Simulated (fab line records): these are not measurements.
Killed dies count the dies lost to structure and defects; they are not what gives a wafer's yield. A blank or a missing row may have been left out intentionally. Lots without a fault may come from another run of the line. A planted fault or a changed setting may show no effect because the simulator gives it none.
Chamber matching | flow nandHarc | aldMetal-04 running NHARC_A_WL_FILL_ALD_19: 4 sister chambers
The step deposits TiN, target thk 2 nm, pulse time 3 s, ald cycles 100. 4 wafers are shown with their chamber, then 11 later ones without.

== EACH WAFER AND ITS CHAMBER ==
wafer  | chamber | heaterPowerW (W)
L084.6 | 1       | 1154
L086.1 | 0       | 985
L086.2 | 3       | 1004
L088.1 | 2       | 942

== WAFERS MISSING THEIR CHAMBER ==
wafer  | heaterPowerW (W)
L088.5 | 955
L088.6 | 898
L091.1 | 1165
L091.2 | 993
L091.3 | 879
L094.1 | 1095
L094.2 | 897
L094.5 | 1103
L097.2 | 1131
L097.5 | 1099
L097.6 | 970

== CHAMBER TAKEN BY EACH ==
wafer  | from the rows above          | in truth
L088.5 | can't be placed: 2 or 0 or 3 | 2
L088.6 | can't be placed: 2 or 0 or 3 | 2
L091.1 | 1                            | 1
L091.2 | can't be placed: 0 or 3 or 2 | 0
L091.3 | can't be placed: 2 or 0 or 3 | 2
L094.1 | can't be placed: 1 or 3 or 0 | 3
L094.2 | can't be placed: 2 or 0 or 3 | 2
L094.5 | can't be placed: 1 or 3 or 0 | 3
L097.2 | 1                            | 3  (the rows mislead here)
L097.5 | can't be placed: 1 or 3 or 0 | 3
L097.6 | can't be placed: 0 or 2 or 3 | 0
Placed correctly: 1 of 11. Cannot be placed on the basis of these rows: 9; the candidates contain the true chamber in 9. Wrongly placed: 1.
How it was worked out, from the rows above alone: a wafer's distance from a chamber is the root of the sum, over the readings, of the square of ((its reading less the chamber's mean) divided by the reading's scatter). If the next closest chamber is less than 2 further off than the closest, the wafer can't be placed; otherwise it belongs to the closest. The mean given for a chamber averages the wafers shown for that chamber. The scatter (one wafer shown for each chamber): square how far every hidden wafer sits from the nearest shown wafer, average those squares and take the square root.
